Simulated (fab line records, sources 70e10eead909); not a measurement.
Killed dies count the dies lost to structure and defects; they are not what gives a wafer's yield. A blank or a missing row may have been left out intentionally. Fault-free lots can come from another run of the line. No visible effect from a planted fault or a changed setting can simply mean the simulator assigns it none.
Which tool was responsible? | flow nand harc | 12 lots, 36 wafers sampled, at 5 steps of a route of 1302

WHAT THE GAUGES SHOWED, per wafer
NHARC_P_M1_CD_MEAS_09 targets a cd of 130 nm. Usual: 130.3 nm for cd nm, sd 0.61.
lot  | measured     | on        | cd nm (nm)        | flag
L925 | day 6 08:20  | cd sem-01 | 129.9 130.4 130.4 |
L924 | day 6 09:07  | cd sem-01 | 129.6 130.3 130.5 |
L926 | day 6 22:43  | cd sem-01 | 130.1 129.5 129.8 |
L931 | day 9 04:42  | cd sem-03 | 129.5 129.4 129.3 |
L932 | day 9 19:35  | cd sem-03 | 130.2 129.2 130.2 |
L935 | day 10 23:03 | cd sem-01 | 130.9 130.6 131.6 |
L937 | day 12 08:52 | cd sem-02 | 130.4 130.5 130.5 |
L939 | day 12 09:23 | cd sem-01 | 130.2 129.9 130.1 |
L943 | day 14 01:31 | cd sem-03 | 131.2 131.2 131.8 |
L944 | day 14 13:28 | cd sem-01 | 129.9 130.9 129.6 |
L945 | day 14 21:25 | cd sem-01 | 131.3 130.5 131.9 |
L946 | day 15 11:19 | cd sem-03 | 131.5 130.7 131.0 |

NHARC_P_M1_OVL_MEAS_10: pitch 260 nm. Usual: overlay x nm 0.1 nm, standard deviation 0.77; overlay y nm -0.1 nm, standard deviation 0.74.
lot  | measured     | on         | overlay x nm (nm) | overlay y nm (nm) | flag
L925 | day 6 08:26  | overlay-02 | 0.0 0.3 0.5       | -1.8 -1.9 -1.4    |
L924 | day 6 09:13  | overlay-01 | 0.2 0.1 -0.1      | 0.6 0.0 -0.1      |
L926 | day 6 22:48  | overlay-01 | 1.5 1.5 1.4       | 0.3 1.1 0.5       |
L931 | day 9 04:47  | overlay-01 | 0.5 0.7 0.3       | -0.5 -1.1 -0.3    |
L932 | day 9 19:41  | overlay-01 | -0.2 -0.2 -0.5    | 1.2 1.3 0.6       |
L935 | day 10 23:08 | overlay-02 | -0.3 -0.1 -0.8    | 0.1 0.3 0.1       |
L937 | day 12 08:56 | overlay-01 | -0.1 -0.2 -0.1    | 0.7 0.7 0.8       |
L939 | day 12 09:29 | overlay-01 | 0.5 1.2 0.8       | 0.0 -0.1 0.4      |
L943 | day 14 01:36 | overlay-02 | 1.1 1.6 1.8       | -0.4 -0.2 -0.5    |
L944 | day 14 13:33 | overlay-02 | -0.7 -0.9 -1.1    | -0.3 -0.5 -0.1    |
L945 | day 14 21:29 | overlay-01 | -1.0 -1.3 -0.9    | -0.6 -1.0 -1.2    |
L946 | day 15 11:25 | overlay-02 | -0.9 -0.3 -0.8    | -0.6 -0.7 -0.5    |

NHARC_END_SORT_01. Usual: defect limited yield is 90.6 % with standard deviation 2.6, killed at array is 58 with standard deviation 18, killed at other is 1.0 with standard deviation 1.5, killed at periphery is 4 with standard deviation 3.1, killed dies is 64 with standard deviation 18, killed open is 3.4 with standard deviation 1.9, and killed short is 2.7 with standard deviation 1.7.
lot  | measured     | on        | defect limited yield (%) | killed at array | killed at other | killed at periphery | killed dies | killed open | killed short | flag
L937 | day 30 16:30 | prober-01 | 0 0 0                    | 72 81 84        | 0 0 0           | 605 596 593         | 677 677 677 | 3 1 9       | 5 5 1        | OFF
L939 | day 30 04:23 | prober-01 | 0 0 0                    | 60 65 54        | 0 0 1           | 617 612 622         | 677 677 677 | 2 5 1       | 4 2 1        | OFF

WHAT TOOL EACH LOT RAN ON (gives the tool, then ch and the chambers of the sampled wafers, and finally the start)
lot  | NHARC_P_M1_ETCH_35                 | NHARC_P_M1_ETCH_15
L925 | rie diel-11 ch 1,3, day 6 08:37    | rie diel-11 ch 1,2, day 6 08:43
L924 | rie diel-11 ch 0,1,2, day 6 09:25  | rie diel-11 ch 1,2,3, day 6 09:30
L926 | rie diel-11 ch 2,3, day 6 22:59    | rie diel-11 ch 1,2,3, day 6 23:04
L931 | rie diel-04 ch 2,3, day 9 04:58    | rie diel-04 ch 2,3, day 9 05:04
L932 | rie diel-04 ch 0,1,3, day 9 19:52  | rie diel-04 ch 0,1,2, day 9 19:57
L935 | rie diel-04 ch 1,2,3, day 10 23:20 | rie diel-04 ch 0,2,3, day 10 23:26
L937 | rie diel-04 ch 0,1,3, day 12 09:08 | rie diel-04 ch 1,2,3, day 12 09:13
L939 | rie diel-04 ch 2,3, day 12 09:42   | rie diel-04 ch 0,2, day 12 09:48
L943 | rie diel-11 ch 1,2, day 14 01:47   | rie diel-11 ch 0,2,3, day 14 01:53
L944 | rie diel-04 ch 0,1,2, day 14 13:44 | rie diel-04 ch 1,2,3, day 14 13:49
L945 | rie diel-11 ch 0,3, day 14 21:41   | rie diel-11 ch 2,3, day 14 21:46
L946 | rie diel-04 ch 0,2,3, day 15 11:35 | rie diel-04 ch 0,3, day 15 11:41
- NHARC_P_M1_ETCH_35: etches the open film in N2/H2, target depth 40 nm, overetch 12 nm, time 43.94 s.
- NHARC_P_M1_ETCH_15: etches the open film in C4F8/Ar, target depth 182.5 nm, time 91.2 s.

AS READ BY THE TOOLS THEMSELVES (means over the sampled wafers that have a number; for cases with no such wafer, the mark the record gives instead)
NHARC_P_M1_ETCH_35. Usual: bias w 150.0 W, standard deviation 0.41; chamber pressure mTorr 30.002 mTorr, standard deviation 0.028; drypump motor current A 5.7 A, standard deviation 0.39; n2 flow sccm 150.0 sccm, standard deviation 0.48; oes product au 1.001 a.u., standard deviation 0.011; rf vpp V 430 V, standard deviation 3.3; showerhead plenum p Torr 2.02 Torr, standard deviation 0.11; throttle valve pct 14.172 %, standard deviation 0.0085.
lot  | tool        | bias w (W) | chamber pressure mTorr (mTorr) | drypump motor current A (A) | n2 flow sccm (sccm) | oes product au (a.u.) | rf vpp V (V) | showerhead plenum p Torr (Torr) | throttle valve pct (%) | flag
L925 | rie diel-11 | 150.2      | 30.021                         | 5.7                         | 150.1               | 1.002                 | 434          | 2.20                            | 14.174                 |
L924 | rie diel-11 | 149.8      | 29.992                         | 5.6                         | 149.5               | 1.008                 | 432          | 2.11                            | 14.167                 |
L926 | rie diel-11 | 150.3      | 30.009                         | 5.7                         | 150.8               | 0.991                 | 434          | 2.15                            | 14.170                 |
L931 | rie diel-04 | 150.3      | 30.005                         | 5.6                         | 150.0               | 1.004                 | 429          | 2.00                            | 14.182                 |
L932 | rie diel-04 | 149.7      | 30.009                         | 5.8                         | 149.9               | 1.001                 | 429          | 1.94                            | 14.169                 |
L935 | rie diel-04 | 149.9      | 29.997                         | 5.9                         | 149.9               | 1.007                 | 428          | 1.95                            | 14.172                 |
L937 | rie diel-04 | 150.1      | 29.975                         | 5.8                         | 150.0               | 1.003                 | 429          | 1.94                            | 14.173                 |
L939 | rie diel-04 | 149.6      | 29.970                         | 5.7                         | 150.2               | 0.992                 | 428          | 1.96                            | 14.172                 |
L943 | rie diel-11 | 150.0      | 29.993                         | 5.4                         | 149.0               | 0.997                 | 433          | 2.10                            | 14.168                 |
L944 | rie diel-04 | 149.9      | 30.002                         | 5.9                         | 150.1               | 1.000                 | 425          | 1.90                            | 14.165                 |
L945 | rie diel-11 | 149.8      | 30.002                         | 5.7                         | 150.0               | 0.986                 | 432          | 2.09                            | 14.173                 |
L946 | rie diel-04 | 150.2      | 30.005                         | 5.5                         | 149.9               | 0.995                 | 428          | 1.95                            | 14.169                 |

NHARC_P_M1_ETCH_15. Usual: bias w 299.9 W, standard deviation 0.92; chamber pressure mTorr 25.000 mTorr, standard deviation 0.021; oes product au 0.957 a.u., standard deviation 0.023; rf vpp V 440 V, standard deviation 3.4.
lot  | tool        | bias w (W) | chamber pressure mTorr (mTorr) | oes product au (a.u.) | rf vpp V (V) | flag
L925 | rie diel-11 | 299.4      | 25.008                         | 0.977                 | 441          |
L924 | rie diel-11 | 299.1      | 24.999                         | 0.976                 | 444          |
L926 | rie diel-11 | 300.5      | 25.002                         | 0.937                 | 444          |
L931 | rie diel-04 | 299.9      | 25.002                         | 0.971                 | 438          |
L932 | rie diel-04 | 300.0      | 24.999                         | 0.933                 | 437          |
L935 | rie diel-04 | 300.1      | 24.994                         | 0.944                 | 439          |
L937 | rie diel-04 | -          | -                              | -                     | -            | OFF
L939 | rie diel-04 | -          | -                              | -                     | -            | OFF
L943 | rie diel-11 | 298.7      | 24.991                         | 0.919                 | 443          |
L944 | rie diel-04 | 300.2      | 25.002                         | 0.930                 | 439          |
L945 | rie diel-11 | 299.4      | 24.990                         | 0.975                 | 443          |
L946 | rie diel-04 | 300.4      | 25.009                         | 0.961                 | 438          |

THE ANSWER, worked out from the rows above alone
Rule: lot off if the mean of its wafers having a number is beyond 3 standard deviations from the usual mean. A lot without any number at a reading at which 4 lots or more have one is off too. All remaining lots with rows at the step are treated as sound. First the gauges in route order, then the tools' own readings, where a lot's mean is used as printed above. At the first step where some lot is off, the reading lying furthest off is the one used; lots without a number count as furthest.
Off: L937, L939, at NHARC_END_SORT_01 (killed at periphery). Neither off nor sound, because the step has no rows for them: L925, L924, L926, L931, L932, L935, L943, L944, L945, L946.
If a tool, at a process step before that reading, ran all the lots that are off and no sound lot after the first of them, it fits. The gauges at NHARC_END_SORT_01 aren't tried: what is off there is off at NHARC_P_M1_ETCH_15 too, on other tools, and a gauge's error can't cause that. One fits: rie diel-04 at NHARC_P_M1_ETCH_35 and NHARC_P_M1_ETCH_15. It ran no sound lot before its first lot that is off in this sample, so the start can't be narrowed down.

WHAT THE SIMULATOR HAD PUT IN
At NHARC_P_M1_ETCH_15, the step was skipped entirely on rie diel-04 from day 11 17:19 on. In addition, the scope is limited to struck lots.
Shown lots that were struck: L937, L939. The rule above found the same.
